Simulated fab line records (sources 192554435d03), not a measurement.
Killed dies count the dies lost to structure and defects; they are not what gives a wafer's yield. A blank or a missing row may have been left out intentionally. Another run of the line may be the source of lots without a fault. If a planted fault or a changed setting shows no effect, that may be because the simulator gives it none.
What tool caused it?	flow n5-finfet	72 wafers from 24 lots sampled at 6 of the route's 1938 steps

== WHAT THE GAUGES SHOWED, per wafer ==
Not one reading of a measure or inspect step in the record can be checked against a usual standard deviation.

== WHAT TOOL EACH LOT RAN ON (gives the tool, then ch and the chambers of the sampled wafers, and finally the start) ==
lot	N5_FIN_CUT_PRECLEAN_35	N5_STI_FIN_REVEAL_ALD_00	N5_STI_FIN_REVEAL_RECESS_09	N5_DUMMY_GATE_ETCH_36	N5_DUMMY_GATE_STRIP_41	N5_DUMMY_GATE_ETCH_23
L074	vapor-etch-02 ch 0,1, day 2 05:10	ald-sin-02 ch 0,3, day 2 05:34	vapor-etch-01 ch 0,1, day 2 11:34	rie-diel-05 ch 0,1,2, day 2 23:41	rie-diel-03 ch 1,3, day 3 00:03	rie-si-06 ch 1,2,3, day 3 00:17
L075	vapor-etch-02 ch 0,1, day 2 11:31	ald-sin-03 ch 1,2,3, day 2 12:42	vapor-etch-01 ch 0,1, day 2 18:35	rie-diel-04 ch 0,1,3, day 3 08:05	rie-diel-05 ch 0,1,3, day 3 08:28	rie-si-06 ch 0,1, day 3 08:41
L076	vapor-etch-02 ch 0,1, day 2 16:31	ald-sin-02 ch 0,1, day 2 16:55	vapor-etch-02 ch 0,1, day 2 23:23	rie-diel-04 ch 0,2, day 3 11:08	rie-diel-04 ch 1,3, day 3 11:30	rie-si-02 ch 0,2, day 3 11:44
L077	vapor-etch-01 ch 0,1, day 2 20:48	ald-sin-02 ch 1,2,3, day 2 21:12	vapor-etch-01 ch 0,1, day 3 03:43	rie-diel-03 ch 1,2,3, day 3 16:04	rie-diel-05 ch 0,1,3, day 3 16:26	rie-si-06 ch 0,1,2, day 3 16:40
L078	vapor-etch-02 ch 1, day 3 03:28	ald-sin-03 ch 0,1, day 3 03:52	vapor-etch-01 ch 0,1, day 3 09:47	rie-diel-05 ch 2,3, day 3 22:05	rie-diel-03 ch 0,1,3, day 3 22:32	rie-si-02 ch 0,2,3, day 3 22:46
L079	vapor-etch-01 ch 0,1, day 3 09:27	ald-sin-03 ch 1,2,3, day 3 10:04	vapor-etch-02 ch 0,1, day 3 16:07	rie-diel-04 ch 1,2,3, day 4 03:40	rie-diel-05 ch 1,2,3, day 4 04:02	rie-si-03 ch 0,1,3, day 4 04:16
L080	vapor-etch-01 ch 0,1, day 3 15:40	ald-sin-04 ch 0,2, day 3 16:46	vapor-etch-02 ch 1, day 3 22:41	rie-diel-03 ch 0,1,2, day 4 10:51	rie-diel-04 ch 0,3, day 4 11:13	rie-si-06 ch 2,3, day 4 11:27
L081	vapor-etch-01 ch 0,1, day 3 22:00	ald-sin-04 ch 1,2, day 3 22:24	vapor-etch-01 ch 0,1, day 4 05:16	rie-diel-03 ch 0,1,3, day 4 18:10	rie-diel-04 ch 0,1,3, day 4 18:38	rie-si-06 ch 0,1,3, day 4 18:53
L082	vapor-etch-01 ch 0,1, day 4 04:50	ald-sin-04 ch 2,3, day 4 05:17	vapor-etch-02 ch 0,1, day 4 11:32	rie-diel-05 ch 1,3, day 4 23:54	rie-diel-04 ch 0,1,2, day 5 00:16	rie-si-02 ch 1,2, day 5 00:31
L083	vapor-etch-01 ch 0,1, day 4 11:22	ald-sin-02 ch 0,1,3, day 4 12:11	vapor-etch-02 ch 0,1, day 4 18:15	rie-diel-03 ch 1,2,3, day 5 06:49	rie-diel-03 ch 0,3, day 5 07:11	rie-si-02 ch 0,1,2, day 5 07:25
L084	vapor-etch-01 ch 0,1, day 4 18:47	ald-sin-02 ch 0,2,3, day 4 19:11	vapor-etch-02 ch 0,1, day 5 01:07	rie-diel-03 ch 0,1,2, day 5 14:37	rie-diel-04 ch 0,1,2, day 5 15:04	rie-si-02 ch 0,1,3, day 5 15:17
L085	vapor-etch-01 ch 0,1, day 4 22:40	ald-sin-02 ch 0,3, day 4 23:08	vapor-etch-02 ch 0,1, day 5 05:42	rie-diel-05 ch 0,1,3, day 5 17:22	rie-diel-05 ch 0,1,3, day 5 17:43	rie-si-03 ch 0,1, day 5 17:58
L086	vapor-etch-01 ch 0,1, day 5 05:04	ald-sin-03 ch 0,1,3, day 5 05:27	vapor-etch-02 ch 0,1, day 5 11:55	rie-diel-04 ch 0,1, day 5 23:10	rie-diel-05 ch 1,2,3, day 5 23:34	rie-si-06 ch 0,2, day 5 23:47
L087	vapor-etch-02 ch 0,1, day 5 10:34	ald-sin-02 ch 1,2, day 5 11:44	vapor-etch-01 ch 1, day 5 17:45	rie-diel-04 ch 1,3, day 6 07:07	rie-diel-03 ch 0,1,3, day 6 07:28	rie-si-02 ch 0,3, day 6 07:43
L088	vapor-etch-01 ch 0,1, day 5 15:49	ald-sin-04 ch 1,3, day 5 17:59	vapor-etch-01 ch 0,1, day 6 00:36	rie-diel-05 ch 0,2, day 6 12:03	rie-diel-04 ch 0,1,2, day 6 12:25	rie-si-02 ch 0,2,3, day 6 12:39
L089	vapor-etch-02 ch 0,1, day 5 22:17	ald-sin-02 ch 0,1,3, day 5 22:44	vapor-etch-01 ch 0,1, day 6 04:37	rie-diel-05 ch 1,2,3, day 6 18:05	rie-diel-05 ch 1,2,3, day 6 18:30	rie-si-06 ch 0,1,2, day 6 18:44
L090	vapor-etch-01 ch 0,1, day 6 03:45	ald-sin-02 ch 0,1,3, day 6 04:09	vapor-etch-01 ch 0,1, day 6 10:13	rie-diel-03 ch 0,3, day 6 21:54	rie-diel-03 ch 1,2,3, day 6 22:16	rie-si-02 ch 0,1, day 6 22:29
L091	vapor-etch-02 ch 0,1, day 6 09:37	ald-sin-04 ch 0,1,2, day 6 11:52	vapor-etch-01 ch 0,1, day 6 17:45	rie-diel-03 ch 0,2, day 7 09:06	rie-diel-05 ch 0,1,3, day 7 09:39	rie-si-02 ch 0,1, day 7 09:53
L092	vapor-etch-01 ch 0,1, day 6 16:56	ald-sin-04 ch 0,1,2, day 6 17:28	vapor-etch-02 ch 0,1, day 6 23:22	rie-diel-03 ch 0,2, day 7 10:59	rie-diel-03 ch 0,1,3, day 7 11:21	rie-si-03 ch 0,2, day 7 11:35
L093	vapor-etch-02 ch 0,1, day 6 22:12	ald-sin-03 ch 0,2,3, day 6 22:41	vapor-etch-01 ch 0,1, day 7 04:33	rie-diel-04 ch 0,1,3, day 7 16:59	rie-diel-04 ch 1,2,3, day 7 17:22	rie-si-02 ch 0,2,3, day 7 17:35
L094	vapor-etch-02 ch 0,1, day 7 09:25	ald-sin-02 ch 0,3, day 7 09:50	vapor-etch-02 ch 0,1, day 7 15:42	rie-diel-04 ch 1,3, day 8 03:26	rie-diel-05 ch 0,3, day 8 03:49	rie-si-06 ch 2,3, day 8 04:02
L095	vapor-etch-01 ch 0,1, day 7 09:45	ald-sin-02 ch 0,1,3, day 7 10:11	vapor-etch-01 ch 0,1, day 7 16:25	rie-diel-04 ch 0,1,3, day 8 03:57	rie-diel-03 ch 0,1,2, day 8 04:23	rie-si-02 ch 1,2,3, day 8 04:37
L096	vapor-etch-01 ch 0,1, day 7 15:47	ald-sin-04 ch 0,1,2, day 7 16:23	vapor-etch-01 ch 0,1, day 7 22:15	rie-diel-03 ch 0,2, day 8 11:14	rie-diel-04 ch 0,1,3, day 8 11:35	rie-si-03 ch 2,3, day 8 11:50
L097	vapor-etch-02 ch 0, day 7 20:45	ald-sin-03 ch 0,1,2, day 7 21:10	vapor-etch-02 ch 0,1, day 8 03:13	rie-diel-05 ch 0,3, day 8 14:56	rie-diel-05 ch 0,1,3, day 8 15:17	rie-si-02 ch 0,1,3, day 8 15:32
- N5_FIN_CUT_PRECLEAN_35: cleans in vHF, time 13.3 s.
- N5_STI_FIN_REVEAL_ALD_00: deposits SiO2, target thk 1 nm, pulse time 1 s.
- N5_STI_FIN_REVEAL_RECESS_09: chemistry HF/NH3, target SiO2, afs cycles 11, target depth 42.5 nm, sublimation time 60 s.
- N5_DUMMY_GATE_ETCH_36: etches SiARC in CF4, target depth 13 nm.
- N5_DUMMY_GATE_STRIP_41: strips in O2.
- N5_DUMMY_GATE_ETCH_23: etches poly-Si in HBr/Cl2/O2, target depth 41 nm, time 22.3 s.

== WHAT THE TOOLS THEMSELVES READ (means of the sampled wafers that have a number; where no wafer has one, the mark that the record gives instead) ==
N5_FIN_CUT_PRECLEAN_35.
lot	tool	drypump-motor-current-A (A)
L074	vapor-etch-02	6.27
L075	vapor-etch-02	6.27
L076	vapor-etch-02	6.26
L077	vapor-etch-01	6.15
L078	vapor-etch-02	6.42
L079	vapor-etch-01	6.10
L080	vapor-etch-01	6.13
L081	vapor-etch-01	6.07
L082	vapor-etch-01	6.14
L083	vapor-etch-01	6.09
L084	vapor-etch-01	6.15
L085	vapor-etch-01	6.13
L086	vapor-etch-01	6.11
L087	vapor-etch-02	6.25
L088	vapor-etch-01	6.07
L089	vapor-etch-02	6.26
L090	vapor-etch-01	6.11
L091	vapor-etch-02	6.08
L092	vapor-etch-01	6.08
L093	vapor-etch-02	6.05
L094	vapor-etch-02	6.05
L095	vapor-etch-01	6.11
L096	vapor-etch-01	6.10
L097	vapor-etch-02	5.88

N5_STI_FIN_REVEAL_ALD_00.
lot	tool	heater-power-outer-w (W)	heater-power-w (W)	precursor-pulse-height-rel
L074	ald-sin-02	275	486	1.006
L075	ald-sin-03	335	563	1.006
L076	ald-sin-02	259	484	1.000
L077	ald-sin-02	274	485	0.999
L078	ald-sin-03	323	558	0.984
L079	ald-sin-03	330	574	1.010
L080	ald-sin-04	226	416	1.020
L081	ald-sin-04	219	396	0.975
L082	ald-sin-04	231	406	0.991
L083	ald-sin-02	274	484	0.995
L084	ald-sin-02	262	467	0.989
L085	ald-sin-02	257	483	1.006
L086	ald-sin-03	294	505	1.003
L087	ald-sin-02	269	483	1.007
L088	ald-sin-04	222	409	1.002
L089	ald-sin-02	274	485	1.030
L090	ald-sin-02	270	492	1.000
L091	ald-sin-04	225	418	1.012
L092	ald-sin-04	225	418	1.010
L093	ald-sin-03	276	474	1.000
L094	ald-sin-02	256	475	0.998
L095	ald-sin-02	275	489	1.002
L096	ald-sin-04	225	424	0.998
L097	ald-sin-03	299	522	0.987

N5_STI_FIN_REVEAL_RECESS_09.
lot	tool	drypump-motor-current-A (A)
L074	vapor-etch-01	6.14
L075	vapor-etch-01	6.12
L076	vapor-etch-02	6.07
L077	vapor-etch-01	6.08
L078	vapor-etch-01	6.05
L079	vapor-etch-02	6.06
L080	vapor-etch-02	6.44
L081	vapor-etch-01	6.13
L082	vapor-etch-02	6.24
L083	vapor-etch-02	6.07
L084	vapor-etch-02	6.07
L085	vapor-etch-02	6.26
L086	vapor-etch-02	6.26
L087	vapor-etch-01	6.17
L088	vapor-etch-01	6.08
L089	vapor-etch-01	6.14
L090	vapor-etch-01	6.10
L091	vapor-etch-01	6.09
L092	vapor-etch-02	6.24
L093	vapor-etch-01	6.13
L094	vapor-etch-02	6.07
L095	vapor-etch-01	6.12
L096	vapor-etch-01	6.09
L097	vapor-etch-02	6.08

N5_DUMMY_GATE_ETCH_36.
lot	tool	cf4-flow-sccm (sccm)	drypump-motor-current-A (A)	oes-product-au (a.u.)	rf-vpp-V (V)	showerhead-plenum-p-Torr (Torr)	throttle-valve-pct (%)
L074	rie-diel-05	99.96	5.78	0.79	185.1	2.18	15.73
L075	rie-diel-04	99.81	5.91	0.81	183.6	2.11	15.59
L076	rie-diel-04	99.79	5.57	0.74	182.8	2.05	15.68
L077	rie-diel-03	100.20	5.71	0.76	183.6	2.11	15.69
L078	rie-diel-05	99.91	5.94	0.82	183.8	2.14	15.70
L079	rie-diel-04	100.00	5.94	0.79	183.8	2.09	15.61
L080	rie-diel-03	100.26	5.85	0.77	183.1	2.15	15.73
L081	rie-diel-03	100.06	5.88	0.74	183.4	2.08	15.75
L082	rie-diel-05	99.91	5.90	0.74	183.7	2.09	15.73
L083	rie-diel-03	99.70	5.68	0.76	182.7	2.11	15.70
L084	rie-diel-03	100.25	5.85	0.76	185.3	2.15	15.74
L085	rie-diel-05	100.02	5.83	0.72	183.1	2.11	15.82
L086	rie-diel-04	100.06	5.69	0.78	183.5	2.07	15.56
L087	rie-diel-04	99.78	6.08	0.82	183.3	2.11	15.51
L088	rie-diel-05	99.74	5.82	0.84	185.0	2.22	15.77
L089	rie-diel-05	99.94	5.83	0.78	183.9	2.15	15.71
L090	rie-diel-03	100.03	6.10	0.72	183.7	2.10	15.80
L091	rie-diel-03	99.91	5.89	0.76	183.7	2.19	15.75
L092	rie-diel-03	100.14	6.09	0.74	184.8	2.16	15.78
L093	rie-diel-04	100.21	5.92	0.78	183.1	2.09	15.65
L094	rie-diel-04	99.78	6.06	0.82	184.1	2.10	15.52
L095	rie-diel-04	100.05	5.93	0.77	183.1	2.09	15.65
L096	rie-diel-03	99.84	6.08	0.74	184.4	2.16	15.80
L097	rie-diel-05	100.18	5.88	0.71	183.6	2.10	15.97

N5_DUMMY_GATE_STRIP_41.
lot	tool	drypump-motor-current-A (A)	oes-product-au (a.u.)	rf-vpp-V (V)	showerhead-plenum-p-Torr (Torr)	throttle-valve-pct (%)
L074	rie-diel-03	5.64	0.77	3.3	2.02	16.74
L075	rie-diel-05	5.83	0.73	3.2	2.06	16.85
L076	rie-diel-04	6.15	0.82	3.3	2.08	16.69
L077	rie-diel-05	5.84	0.73	3.5	2.06	16.86
L078	rie-diel-03	5.89	0.74	3.7	2.04	16.81
L079	rie-diel-05	5.83	0.79	3.9	2.12	16.75
L080	rie-diel-04	5.99	0.76	4.0	2.06	16.79
L081	rie-diel-04	5.90	0.80	3.7	2.05	16.62
L082	rie-diel-04	5.72	0.78	3.7	2.01	16.56
L083	rie-diel-03	5.97	0.71	4.3	2.03	16.85
L084	rie-diel-04	5.74	0.77	3.6	2.01	16.58
L085	rie-diel-05	5.82	0.73	3.6	2.06	16.88
L086	rie-diel-05	5.82	0.79	4.1	2.11	16.78
L087	rie-diel-03	5.86	0.73	4.2	2.03	16.84
L088	rie-diel-04	5.70	0.76	3.2	2.00	16.59
L089	rie-diel-05	5.83	0.78	3.8	2.11	16.80
L090	rie-diel-03	5.68	0.74	3.9	2.07	16.81
L091	rie-diel-05	5.83	0.72	3.6	2.05	16.89
L092	rie-diel-03	5.90	0.73	3.7	2.03	16.86
L093	rie-diel-04	5.94	0.77	3.6	2.03	16.69
L094	rie-diel-05	5.94	0.73	4.4	2.03	16.94
L095	rie-diel-03	5.85	0.75	3.9	2.10	16.87
L096	rie-diel-04	5.91	0.78	3.3	2.04	16.68
L097	rie-diel-05	5.82	0.70	3.5	2.05	16.93

N5_DUMMY_GATE_ETCH_23.
lot	tool	drypump-motor-current-A (A)	oes-product-au (a.u.)	throttle-valve-pct (%)
L074	rie-si-06	5.9	1.010	37.42
L075	rie-si-06	5.6	1.017	37.22
L076	rie-si-02	5.1	0.999	37.13
L077	rie-si-06	5.6	1.017	37.41
L078	rie-si-02	5.4	0.987	37.17
L079	rie-si-03	5.7	1.006	37.05
L080	rie-si-06	6.1	1.000	37.46
L081	rie-si-06	5.8	1.019	37.29
L082	rie-si-02	5.6	0.999	37.42
L083	rie-si-02	5.4	1.000	37.20
L084	rie-si-02	5.7	0.991	37.23
L085	rie-si-03	5.9	0.999	37.20
L086	rie-si-06	5.6	1.011	37.51
L087	rie-si-02	5.7	0.980	37.21
L088	rie-si-02	5.4	0.991	37.17
L089	rie-si-06	5.6	1.017	37.42
L090	rie-si-02	5.4	0.983	37.05
L091	rie-si-02	5.4	0.989	37.06
L092	rie-si-03	5.9	0.997	37.06
L093	rie-si-02	5.4	1.000	37.16
L094	rie-si-06	6.1	1.015	37.47
L095	rie-si-02	5.6	0.996	37.38
L096	rie-si-03	5.8	1.010	36.92
L097	rie-si-02	5.7	0.988	37.24

== THE ANSWER, worked out from the rows above alone ==
Rule: what is usual is taken from the lots themselves. The widest of any qualifying gaps counts: lots, ordered by their means at a reading, are off when they make up no more than a third of the lots, leave a main group of 4 or more, and stand apart from it by 3 or more times the standard deviation of that group's means. Not used: any main group whose means are identical at the precision the tables above print for the reading. Also off: a lot with no number at a reading for which 4 or more lots have one. The other lots that the step has rows for count as sound. First the gauges in route order, then the tools' own readings, where a lot's mean is used as printed above. The first step at which some lot is off is used, and at that step the reading that is off furthest; a lot without a number counts as furthest.
Across all readings shown, no lot is off: no conclusion can be drawn from this.

== WHAT THE SIMULATOR PUT IN ==
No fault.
